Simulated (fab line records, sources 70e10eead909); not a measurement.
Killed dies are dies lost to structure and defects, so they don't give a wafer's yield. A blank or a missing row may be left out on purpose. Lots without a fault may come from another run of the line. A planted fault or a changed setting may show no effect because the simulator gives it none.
Chamber matching | flow nand_harc | NHARC_P_BONDPAD_ACTIVATE_29 on rie_diel-11: 4 sister chambers
The step chemistry N2, time 60 s. 7 wafers are shown with their chamber, then 7 later ones without.

WAFERS WITH THEIR CHAMBER
wafer  | chamber | drypump_motor_current_A (A) | rf_vpp_V (V)
L074.1 | 3       | 5.7                         | 64.1
L074.5 | 3       | 5.7                         | 64.5
L079.4 | 2       | 5.5                         | 63.2
L082.4 | 0       | 5.4                         | 63.9
L082.6 | 1       | 6.4                         | 64.6
L083.3 | 1       | 6.4                         | 65.0
L083.4 | 0       | 5.5                         | 63.8

WAFERS WITHOUT THEIR CHAMBER
wafer  | drypump_motor_current_A (A) | rf_vpp_V (V)
L083.6 | 6.4                         | 62.1
L090.1 | 5.5                         | 64.7
L090.2 | 5.7                         | 62.4
L090.4 | 6.4                         | 63.8
L091.1 | 5.7                         | 64.9
L091.3 | 6.4                         | 63.4
L091.5 | 6.4                         | 64.1

WHICH CHAMBER EACH WENT THROUGH
wafer  | from the rows above     | in truth
L083.6 | 1                       | 1
L090.1 | can't be placed: 0 or 3 | 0
L090.2 | 2                       | 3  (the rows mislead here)
L090.4 | 1                       | 1
L091.1 | 3                       | 3
L091.3 | 1                       | 1
L091.5 | 1                       | 1
Placed correctly: 5 of 7. Can't be placed from these rows: 1 (the true chamber is among the candidates in 1). Placed wrongly: 1.
How it was worked out, from the rows above alone: a wafer's distance from a chamber is the root of the sum, over the readings, of the square of ((its reading less the chamber's mean) divided by the reading's scatter). The wafer belongs to the nearest chamber; if the next one is less than 2 further off, it can't be placed. A chamber's mean is the mean of its shown wafers. The scatter: the root of (the sum of the squares of (reading less its chamber's mean) over the shown wafers, divided by (wafers less chambers)).
